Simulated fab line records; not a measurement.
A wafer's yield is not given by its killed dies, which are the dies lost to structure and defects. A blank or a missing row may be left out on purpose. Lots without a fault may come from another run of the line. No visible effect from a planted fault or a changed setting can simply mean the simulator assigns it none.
What tool caused it? + flow n5 finfet + 28 wafers from 10 lots sampled at 5 of the route's 1938 steps

WHAT THE GAUGES READ, wafer by wafer
N5_BEOL_M4_RC_MEAS_101. Usual: DIBL_N 36.3 mV/V, standard deviation 1.1; DIBL_P 36.3 mV/V, standard deviation 1.4; IOFF_N 0.155 nA/um, standard deviation 0.019; IOFF_P 0.211 nA/um, standard deviation 0.027; ION_N 672 uA/um, standard deviation 8.5; ION_P 462 uA/um, standard deviation 5.8; SS_N 71.5 mV/dec, standard deviation 0.56; SS_P 73.3 mV/dec, standard deviation 0.52; VT_N 249.9 mV, standard deviation 2.5; VT_P -249.8 mV, standard deviation 2.8.
| lot  | measured     | on        | DIBL_N (mV/V)  | DIBL_P (mV/V)  | IOFF_N (nA/um)    | IOFF_P (nA/um)    | ION_N (uA/um) | ION_P (uA/um) | SS_N (mV/dec)  | SS_P (mV/dec)  | VT_N (mV)         | VT_P (mV)            | flag |
|------|--------------|-----------|----------------|----------------|-------------------|-------------------|---------------|---------------|----------------|----------------|-------------------|----------------------|------|
| L313 | day 9 04:07  | prober-01 | 39.0 36.3 36.8 | 37.5 36.0 35.1 | 0.173 0.139 0.135 | 0.234 0.203 0.192 | 668 675 670   | 458 463 453   | 72.5 70.9 72.2 | 74.6 73.4 73.6 | 250.1 250.3 253.8 | -247.6 -250.4 -255.3 |      |
| L315 | day 10 12:52 | prober-01 | 35.6 34.9 35.7 | 36.9 35.4 35.9 | 0.152 0.134 0.153 | 0.178 0.170 0.178 | 669 670 671   | 451 456 455   | 71.1 71.3 72.0 | 73.6 73.3 73.3 | 248.7 249.2 251.5 | -253.7 -252.4 -253.4 |      |
| L319 | day 11 17:12 | prober-01 | 38.0 37.0 37.8 | 36.8 36.1 36.5 | 0.165 0.151 0.166 | 0.207 0.196 0.200 | 667 676 680   | 454 456 455   | 71.7 70.8 71.3 | 73.4 72.4 73.5 | 248.1 249.1 249.3 | -253.2 -252.9 -253.1 |      |
| L320 | day 13 01:34 | prober-02 | 36.7 37.7 36.1 | 37.0 37.7 34.9 | 0.177 0.182 0.156 | 0.217 0.223 0.183 | 689 677 670   | 466 459 456   | 71.6 72.3 71.0 | 74.0 73.2 73.2 | 250.4 245.9 249.7 | -248.3 -247.1 -251.6 |      |
| L321 | day 17 15:38 | prober-02 | 35.6 35.7 36.2 | 35.6 36.2 36.6 | 0.134 0.138 0.144 | 0.184 0.190 0.195 | 670 664 668   | 460 463 461   | 71.4 71.3 71.4 | 73.3 72.7 73.2 | 250.1 251.8 250.7 | -253.3 -253.4 -251.7 |      |
| L323 | day 14 10:34 | prober-02 | 36.8 37.9 37.7 | 35.7 37.1 37.4 | 0.137 0.163 0.156 | 0.201 0.222 0.216 | 677 675 672   | 467 468 461   | 70.4 71.6 71.7 | 72.5 73.2 74.0 | 250.5 249.0 248.3 | -250.7 -246.1 -251.8 |      |
| L333 | day 17 06:13 | prober-02 | 37.2 37.1      | 37.6 37.2      | 0.175 0.171       | 0.237 0.236       | 686 677       | 467 471       | 71.5 71.1      | 73.8 73.1      | 245.8 246.3       | -248.3 -247.0        |      |
| L332 | day 17 07:48 | prober-02 | 37.0 34.5      | 37.5 34.1      | 0.168 0.123       | 0.219 0.172       | 684 663       | 468 464       | 70.9 70.9      | 72.6 72.8      | 249.9 253.5       | -248.5 -252.7        |      |
| L335 | day 17 17:07 | prober-01 | 35.6 36.3 36.0 | 35.2 34.7 35.2 | 0.158 0.159 0.158 | 0.210 0.200 0.205 | 682 666 675   | 464 459 458   | 72.1 72.0 71.3 | 73.3 73.4 73.0 | 248.2 249.2 249.8 | -248.4 -250.9 -249.2 |      |
| L336 | day 16 04:41 | prober-02 | 37.2 38.7 37.2 | 36.6 36.8 35.6 | 0.171 0.196 0.161 | 0.241 0.250 0.223 | 678 671 674   | 467 461 464   | 72.2 72.8 71.9 | 73.7 73.2 73.3 | 251.6 246.3 247.5 | -246.2 -246.9 -249.5 |      |

EACH LOT AND THE TOOL THAT RAN IT (in order: tool; ch and the chambers of the sampled wafers; start)
| lot  | N5_BEOL_M0_STRIP_140               | N5_BEOL_M0_STRIP_104               | N5_BEOL_M0_ALD_136                  | N5_BEOL_M0_ANNEAL_133        |
|------|------------------------------------|------------------------------------|-------------------------------------|------------------------------|
| L313 | rie diel-04 ch 1,2,3, day 6 06:34  | rie diel-04 ch 1,2,3, day 6 06:35  | ald metal-03 ch 0,2, day 6 08:12    | pvd sputter-01, day 6 08:49  |
| L315 | rie diel-04 ch 1,2,3, day 6 11:36  | rie diel-04 ch 1,2,3, day 6 11:37  | ald metal-04 ch 0,2,3, day 6 12:40  | pvd sputter-02, day 6 13:45  |
| L319 | rie diel-02 ch 1,2, day 7 07:01    | rie diel-02 ch 1,2, day 7 07:02    | ald metal-01 ch 0,2,3, day 7 10:34  | pvd sputter-02, day 7 11:23  |
| L320 | rie diel-04 ch 0,1,2, day 7 10:59  | rie diel-04 ch 0,1,2, day 7 11:01  | ald metal-01 ch 0,2,3, day 7 12:39  | pvd sputter-02, day 7 14:42  |
| L321 | rie diel-02 ch 0,1, day 7 21:29    | rie diel-02 ch 0,1, day 7 21:31    | ald metal-01 ch 1,2, day 7 22:16    | pvd sputter-01, day 8 02:10  |
| L323 | rie diel-04 ch 2,3, day 8 09:59    | rie diel-04 ch 2,3, day 8 10:00    | ald metal-03 ch 0,2,3, day 8 11:12  | pvd sputter-03, day 8 12:17  |
| L333 | rie diel-04 ch 0, day 10 14:06     | rie diel-04 ch 0, day 10 14:07     | ald metal-03 ch 3, day 10 14:59     | pvd sputter-01, day 10 15:34 |
| L332 | rie diel-02 ch 0,3, day 10 17:29   | rie diel-02 ch 0,3, day 10 17:31   | ald metal-03 ch 1,3, day 10 18:23   | pvd sputter-02, day 10 18:59 |
| L335 | rie diel-04 ch 0,1, day 11 11:50   | rie diel-04 ch 0,1, day 11 11:52   | ald metal-01 ch 1,3, day 11 12:37   | pvd sputter-01, day 11 13:12 |
| L336 | rie diel-04 ch 1,2,3, day 11 16:53 | rie diel-04 ch 1,2,3, day 11 16:54 | ald metal-01 ch 0,1,3, day 11 17:55 | pvd sputter-02, day 11 18:34 |
- N5_BEOL_M0_STRIP_140: strips in CF4.
- N5_BEOL_M0_STRIP_104: strips in N2/H2.
- N5_BEOL_M0_ALD_136: deposits TaN, pulse time 2 s, purge time 3 s, co reactant purge time 2 s.
- N5_BEOL_M0_ANNEAL_133: time 60 s.

AS READ BY THE TOOLS THEMSELVES (means over the sampled wafers that have a number; for cases with no such wafer, the mark the record gives instead)
N5_BEOL_M0_STRIP_140. Usual: drypump motor current A 5.6 A, standard deviation 0.39; oes product au 0.78 a.u., standard deviation 0.1; rf vpp V 271.3 V, standard deviation 1.9; showerhead plenum p Torr 1.80 Torr, standard deviation 0.067; throttle valve pct 13.66 %, standard deviation 0.18.
| lot  | tool        | drypump motor current A (A) | oes product au (a.u.) | rf vpp V (V) | showerhead plenum p Torr (Torr) | throttle valve pct (%) | flag |
|------|-------------|-----------------------------|-----------------------|--------------|---------------------------------|------------------------|------|
| L313 | rie diel-04 | 5.3                         | 0.78                  | 269.8        | 1.80                            | 13.68                  |      |
| L315 | rie diel-04 | 5.3                         | 0.78                  | 271.0        | 1.79                            | 13.69                  |      |
| L319 | rie diel-02 | 5.7                         | 0.78                  | 272.9        | 1.87                            | 13.59                  |      |
| L320 | rie diel-04 | 5.6                         | 0.76                  | 270.1        | 1.75                            | 13.75                  |      |
| L321 | rie diel-02 | 5.7                         | 0.72                  | 269.7        | 1.77                            | 13.59                  |      |
| L323 | rie diel-04 | 5.2                         | 0.70                  | 270.8        | 1.80                            | 13.80                  |      |
| L333 | rie diel-04 | 6.1                         | 0.91                  | 274.4        | 1.91                            | 13.40                  |      |
| L332 | rie diel-02 | 5.6                         | 0.72                  | 269.8        | 1.71                            | 13.70                  |      |
| L335 | rie diel-04 | 5.9                         | 0.88                  | 272.7        | 1.85                            | 13.50                  |      |
| L336 | rie diel-04 | 5.3                         | 0.82                  | 270.9        | 1.78                            | 13.62                  |      |

N5_BEOL_M0_STRIP_104. Usual: drypump motor current A 5.6 A, standard deviation 0.4; n2 flow sccm 200.0 sccm, standard deviation 0.65; oes product au 0.79 a.u., standard deviation 0.11; rf vpp V 59.4 V, standard deviation 1.6; showerhead plenum p Torr 2.55 Torr, standard deviation 0.1; throttle valve pct 23.74 %, standard deviation 0.18.
| lot  | tool        | drypump motor current A (A) | n2 flow sccm (sccm) | oes product au (a.u.) | rf vpp V (V) | showerhead plenum p Torr (Torr) | throttle valve pct (%) | flag |
|------|-------------|-----------------------------|---------------------|-----------------------|--------------|---------------------------------|------------------------|------|
| L313 | rie diel-04 | 5.3                         | 200.4               | 0.79                  | 60.1         | 2.54                            | 23.78                  |      |
| L315 | rie diel-04 | 5.2                         | 200.8               | 0.79                  | 58.2         | 2.54                            | 23.78                  |      |
| L319 | rie diel-02 | 5.7                         | 200.5               | 0.80                  | 59.5         | 2.67                            | 23.84                  |      |
| L320 | rie diel-04 | 5.6                         | 200.2               | 0.78                  | 58.1         | 2.46                            | 23.72                  |      |
| L321 | rie diel-02 | 5.6                         | 200.2               | 0.72                  | 58.2         | 2.49                            | 23.51                  |      |
| L323 | rie diel-04 | 5.2                         | 199.7               | 0.70                  | 60.6         | 2.53                            | 23.67                  |      |
| L333 | rie diel-04 | 6.1                         | 201.0               | 0.94                  | 60.3         | 2.71                            | 23.58                  |      |
| L332 | rie diel-02 | 5.6                         | 200.3               | 0.73                  | 58.7         | 2.42                            | 23.67                  |      |
| L335 | rie diel-04 | 5.9                         | 199.7               | 0.89                  | 58.9         | 2.63                            | 23.68                  |      |
| L336 | rie diel-04 | 5.3                         | 200.0               | 0.84                  | 59.0         | 2.52                            | 23.73                  |      |

N5_BEOL_M0_ALD_136. Usual: chamber pressure Torr 3.000 Torr, standard deviation 0.0055; heater power w 390 W, standard deviation 37.
| lot  | tool         | chamber pressure Torr (Torr) | heater power w (W) | flag |
|------|--------------|------------------------------|--------------------|------|
| L313 | ald metal-03 | 2.996                        | 407                |      |
| L315 | ald metal-04 | 3.008                        | 419                |      |
| L319 | ald metal-01 | 3.004                        | 360                |      |
| L320 | ald metal-01 | 3.000                        | 364                |      |
| L321 | ald metal-01 | 3.006                        | 379                |      |
| L323 | ald metal-03 | 3.006                        | 412                |      |
| L333 | ald metal-03 | 2.994                        | 435                |      |
| L332 | ald metal-03 | 2.999                        | 381                |      |
| L335 | ald metal-01 | 2.998                        | 363                |      |
| L336 | ald metal-01 | 3.000                        | 367                |      |

N5_BEOL_M0_ANNEAL_133. Usual: heater power w reads 803 W (standard deviation 75).
| lot  | tool           | heater power w (W) | flag |
|------|----------------|--------------------|------|
| L313 | pvd sputter-01 | 835                |      |
| L315 | pvd sputter-02 | 823                |      |
| L319 | pvd sputter-02 | 839                |      |
| L320 | pvd sputter-02 | 806                |      |
| L321 | pvd sputter-01 | 789                |      |
| L323 | pvd sputter-03 | 835                |      |
| L333 | pvd sputter-01 | 835                |      |
| L332 | pvd sputter-02 | 856                |      |
| L335 | pvd sputter-01 | 785                |      |
| L336 | pvd sputter-02 | 805                |      |

THE ANSWER, worked out from the rows above alone
Rule: take the mean of a lot's wafers that have a number; if it is more than 3 standard deviations from the usual mean, the lot is off. A lot without any number at a reading at which 4 lots or more have one is off too. The other lots that the step has rows for count as sound. After the gauges, taken in route order, come the tools' own readings; for these a lot's mean is taken, as printed above. The first step at which some lot is off is used, and at that step the reading that is off furthest; a lot without a number counts as furthest.
No lot is off on any of the readings shown, so nothing can be concluded from this.

WHAT THE SIMULATOR PUT IN
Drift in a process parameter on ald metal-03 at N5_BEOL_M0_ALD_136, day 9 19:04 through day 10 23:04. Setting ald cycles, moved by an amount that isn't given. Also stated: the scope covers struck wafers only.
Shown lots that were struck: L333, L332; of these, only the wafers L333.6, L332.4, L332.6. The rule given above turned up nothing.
